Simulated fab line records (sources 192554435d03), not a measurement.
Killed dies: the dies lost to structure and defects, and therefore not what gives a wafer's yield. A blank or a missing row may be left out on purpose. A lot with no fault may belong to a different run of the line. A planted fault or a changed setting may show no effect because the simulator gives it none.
Matching of chambers -- flow n5Finfet -- N5_BEOL_M12_ETCH_68 on rieDiel-01 has 4 sister chambers
The step etches SOC in N2/H2, time 285 s. 4 wafers are shown with their chamber, then 10 later ones without.

## WAFERS WITH THEIR CHAMBER
wafer,chamber,drypumpMotorCurrentA (A)
L084.2,1,5.7
L084.4,2,5.7
L088.1,3,5.5
L088.2,0,5.9

## WAFERS WHOSE CHAMBER IS MISSING
wafer,drypumpMotorCurrentA (A)
L088.3,5.7
L093.1,5.9
L093.2,5.5
L093.5,5.9
L096.1,5.8
L096.3,5.5
L096.4,5.9
L097.2,5.6
L097.4,5.8
L097.5,5.8

## CHAMBER TAKEN BY EACH
wafer,from the rows above,in truth
L088.3,can't be placed: 1 or 2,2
L093.1,0,0
L093.2,3,3
L093.5,0,0
L096.1,can't be placed: 1 or 2 or 0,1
L096.3,3,3
L096.4,0,0
L097.2,can't be placed: 3 or 1 or 2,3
L097.4,can't be placed: 1 or 2 or 0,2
L097.5,can't be placed: 1 or 2 or 0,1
Correctly placed: 5 of 10. Not placeable from these rows: 5 (in 5, the candidates include the true chamber). Placed wrongly: 0.
How it was worked out, from the rows above alone: a wafer's distance from a chamber is the root of the sum, over the readings, of the square of ((its reading less the chamber's mean) divided by the reading's scatter). The wafer belongs to the nearest chamber; if the next one is less than 2 further off, it can't be placed. The mean given for a chamber averages the wafers shown for that chamber. The scatter (one wafer shown for each chamber): square how far every hidden wafer sits from the nearest shown wafer, average those squares and take the square root.
